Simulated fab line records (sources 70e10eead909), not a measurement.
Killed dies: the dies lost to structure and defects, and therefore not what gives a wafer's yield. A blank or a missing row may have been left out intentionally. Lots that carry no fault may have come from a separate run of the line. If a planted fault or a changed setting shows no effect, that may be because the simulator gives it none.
Chamber matching -- flow nand-harc -- NHARC_P_M1_ETCH_35 on rie-diel-08: 4 sister chambers
The step etches the open film in N2/H2, target depth 40 nm, overetch 12 nm, time 43.94 s. 18 wafers are shown with their chamber, then 9 later ones without.

## EACH WAFER AND ITS CHAMBER
wafer,chamber,drypump-motor-current-A (A),rf-vpp-V (V),oes-product-au (a.u.)
L079.2,2,5.5,427.9,1.002
L079.5,1,6.1,425.7,1.007
L079.6,0,5.6,426.7,1.003
L084.4,3,5.4,432.0,1.002
L084.5,2,5.5,429.1,1.010
L084.6,1,6.2,427.7,0.998
L086.1,0,5.6,427.5,1.011
L086.2,3,5.4,431.2,0.983
L086.3,1,6.1,426.5,0.998
L087.3,2,5.5,429.8,0.995
L087.5,2,5.5,428.7,0.998
L087.6,1,6.1,426.8,1.009
L091.1,1,6.2,429.1,1.012
L091.3,0,5.6,428.1,1.002
L091.4,3,5.4,430.1,0.997
L090.1,1,6.1,427.1,1.006
L090.4,0,5.6,427.1,0.999
L090.5,0,5.6,426.5,1.002

SIGNATURES (averages over the wafers above)
reading,chamber 0,chamber 1,chamber 2,chamber 3,scatter within a chamber
drypump-motor-current-A,5.600,6.133,5.500,5.400,0.0309
rf-vpp-V,427.180,427.150,428.875,431.100,0.93
oes-product-au,1.00340,1.00500,1.00125,0.99400,0.00638
Rule: for a wafer and a chamber, the distance is found by dividing, reading by reading, the gap between the wafer's reading and the chamber's mean by the reading's scatter, squaring, summing and taking the root. If the next closest chamber is less than 2 further off than the closest, the wafer can't be placed; otherwise it belongs to the closest. The scatter is the square root of a quotient: the sum, over the shown wafers, of each reading's squared deviation from its chamber's mean, divided by wafers minus chambers.

## WAFERS WHOSE CHAMBER IS MISSING
wafer,drypump-motor-current-A (A),rf-vpp-V (V),oes-product-au (a.u.)
L092.1,6.1,428.5,1.006
L092.2,5.5,427.7,0.997
L092.4,5.6,428.9,1.003
L094.2,6.1,426.6,1.011
L094.3,5.6,427.5,1.006
L094.4,5.4,430.0,1.002
L097.1,5.5,427.5,1.004
L097.2,6.1,427.3,0.986
L097.3,5.6,427.0,1.001

## WHICH CHAMBER EACH WENT THROUGH
wafer,from the rows above,in truth
L092.1,1,1
L092.2,2,2
L092.4,can't be placed: 0 or 2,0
L094.2,1,1
L094.3,0,0
L094.4,can't be placed: 3 or 2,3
L097.1,can't be placed: 2 or 0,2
L097.2,1,1
L097.3,0,0
6 of 9 placed correctly. Cannot be placed on the basis of these rows: 3; the candidates contain the true chamber in 3. Placed wrongly: 0.
